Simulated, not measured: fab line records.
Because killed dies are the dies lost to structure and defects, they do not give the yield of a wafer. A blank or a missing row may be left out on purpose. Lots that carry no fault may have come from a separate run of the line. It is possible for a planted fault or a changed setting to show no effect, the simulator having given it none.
A struck lot beside a sound one + flow nand_harc + 14 out of 1302 route steps
Sound: wafers L416.1, L416.3, L416.4. Wafers L427.1, L427.3, L427.6 were the ones struck. The cause is given at the end.
For every step that has rows: the tool of each side, followed by ch and its chambers, followed by its first start. Under that, the readings that differ: sound wafers + struck wafers + difference of the means + sigmas: that difference in standard deviations of wafers without a fault.
alike: a reading whose means differ by less than 2 such deviations, as well as words and numbers matching on both sides. not compared: withheld readings; readings where some wafer has no value; bounds like >300 that might hide an equal value; numbers whose values overlap and for which the record gives no deviation.
The two part at a step that has a row with sigmas, a row that says differs or no value, or rows on one side only. Numbers that don't overlap but have no deviation are shown without sigmas and don't part them. Lack of a reading on every wafer of one side parts them only where that side has two or more wafers.

NHARC_A_CHANNEL_FILL_D2_ALD_15: deposits SiNx, target thk 2 nm, pulse time 60 s, ald cycles 19.
  sound: ald_sin_batch-03 ch 0; struck: ald_sin_batch-03 ch 0
  alike: ald_cycles, precursor_pulse_height_rel
NHARC_A_CHANNEL_FILL_D2_ALD_16: deposits SiO2, target thk 1.5 nm, pulse time 10 s, ald cycles 15.
  sound on ald_hk-01 ch 0,1,3, day 15 01:24; struck on ald_hk-02 ch 1,2,3, day 19 15:25
  alike: ald_cycles, heater_power_w, precursor_pulse_height_rel
then, 2 steps without rows for these wafers: NHARC_A_CHANNEL_FILL_D2_ANNEAL_17 (time 1800 s); NHARC_A_CHANNEL_FILL_D2_CVD_18 (deposits poly-Si, target thk 3 nm).
NHARC_A_CHANNEL_FILL_D2_ETCHBACK_19: etches the open film in HBr/Cl2, target depth 5 nm, time 1.7 s.
  sound on rie_si-06 ch 0,1,3, day 15 14:07; struck on rie_si-06 ch 0,2, day 20 03:10
  alike: drypump_motor_current_A, mfc_cl2_sccm, oes_product_au, throttle_valve_pct
  not compared: rf_hours_counter_h
NHARC_A_CHANNEL_FILL_D2_ETCHBACK_20: etches the open film in C4F8/O2/Ar, target depth 27 nm, time 13.5 s.
  sound on rie_diel-02 ch 0,1,2, day 15 14:14; struck on rie_diel-08 ch 1,2,3, day 20 03:17
| reading               | sound          | struck         | difference | sigmas |
|-----------------------|----------------|----------------|------------|--------|
| oes_product_au (a.u.) | 0.93 0.92 0.92 | 0.99 0.99 1.00 | +0.07      | +2     |
  alike: rf_vpp_V
  not compared: rf_hours_counter_h
NHARC_A_CHANNEL_FILL_D2_STRIP_28: strips in O2, time 20 s.
  sound on rie_diel-02 ch 0,2,3, day 15 14:20; struck on rie_diel-08 ch 0,3, day 20 03:22
  alike: drypump_motor_current_A, oes_product_au, rf_vpp_V, showerhead_plenum_p_Torr, throttle_valve_pct
  not compared: rf_hours_counter_h
then, 4 steps without rows for these wafers: NHARC_A_CHANNEL_FILL_D2_PRECLEAN_21 (cleans in dHF, time 30 s); NHARC_A_CHANNEL_FILL_D2_SRD_23; NHARC_A_CHANNEL_FILL_D2_CVD_05 (deposits poly-Si, target thk 5 nm); NHARC_A_CHANNEL_FILL_D2_ANNEAL_22 (time 7200 s).
NHARC_A_CHANNEL_FILL_D2_ALD_25: deposits SiOx, target thk 60 nm, pulse time 10 s, ald cycles 600.
  sound on ald_hk-04 ch 1,2,3, day 16 02:18; struck on ald_hk-01 ch 0,1,3, day 20 15:23
| reading    | sound       | struck      | difference | sigmas |
|------------|-------------|-------------|------------|--------|
| ald_cycles | 600 600 600 | 455 455 455 | -145       |        |
  alike: heater_power_w, precursor_pulse_height_rel
then, 1 step without rows for these wafers: NHARC_A_CHANNEL_FILL_D2_ETCHBACK_08 (etches the open film in C4F8, target depth 220 nm, time 110 s).
-- jump in the record: it breaks off in module A_CHANNEL_FILL_D2 and resumes in module END (first step shown: number 1302 of the route), and 9 days separate the struck wafers' starts before and after --
NHARC_END_SORT_01:
  sound on prober-01 ch 0, day 25 11:59; struck on prober-01 ch 0, day 29 23:17
  alike: killed_at_array, killed_at_other, killed_at_periphery, killed_dies, killed_open, killed_short

## WHERE THEY PART
NHARC_A_CHANNEL_FILL_D2_ETCHBACK_20 only, going by this record. Later steps at which nothing parts them and some readings are alike: NHARC_A_CHANNEL_FILL_D2_STRIP_28, NHARC_A_CHANNEL_FILL_D2_ALD_25, NHARC_END_SORT_01.

WHY: the cause the simulator had injected
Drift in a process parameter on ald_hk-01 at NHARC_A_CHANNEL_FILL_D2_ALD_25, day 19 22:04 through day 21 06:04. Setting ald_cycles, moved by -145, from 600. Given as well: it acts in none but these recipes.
